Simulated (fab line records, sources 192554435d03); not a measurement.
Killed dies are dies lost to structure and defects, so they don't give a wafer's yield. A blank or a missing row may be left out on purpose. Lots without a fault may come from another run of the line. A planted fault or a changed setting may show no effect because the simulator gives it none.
Chamber matching | flow n5_finfet | N5_BEOL_M3_ALD_84 on ald_metal-03: 4 sister chambers
The step deposits TaN, pulse time 2 s, purge time 3 s, co reactant purge time 2 s. 8 wafers are shown with their chamber, then 9 later ones without.

WAFERS WITH THEIR CHAMBER
wafer  | chamber | heater_power_outer_w (W) | heater_power_w (W)
L080.4 | 1       | 239                      | 424
L081.1 | 1       | 234                      | 420
L081.5 | 2       | 202                      | 400
L084.1 | 2       | 199                      | 402
L084.2 | 0       | 242                      | 404
L085.3 | 3       | 260                      | 496
L085.4 | 3       | 264                      | 493
L085.5 | 0       | 235                      | 400

WAFERS WITHOUT THEIR CHAMBER
wafer  | heater_power_outer_w (W) | heater_power_w (W)
L087.1 | 203                      | 402
L087.4 | 238                      | 409
L087.6 | 200                      | 397
L089.2 | 231                      | 419
L089.4 | 237                      | 398
L089.6 | 201                      | 399
L095.1 | 198                      | 403
L095.3 | 230                      | 396
L095.6 | 263                      | 506

WHICH CHAMBER EACH WENT THROUGH
wafer  | from the rows above | in truth
L087.1 | 2                   | 2
L087.4 | 0                   | 0
L087.6 | 2                   | 2
L089.2 | 1                   | 1
L089.4 | 0                   | 0
L089.6 | 2                   | 2
L095.1 | 2                   | 2
L095.3 | 0                   | 0
L095.6 | 3                   | 3
Placed correctly: 9 of 9. Can't be placed from these rows: 0. Placed wrongly: 0.
How it was worked out, from the rows above alone: a wafer's distance from a chamber is the root of the sum, over the readings, of the square of ((its reading less the chamber's mean) divided by the reading's scatter). The wafer belongs to the nearest chamber; if the next one is less than 2 further off, it can't be placed. A chamber's mean is the mean of its shown wafers. The scatter: the root of (the sum of the squares of (reading less its chamber's mean) over the shown wafers, divided by (wafers less chambers)).
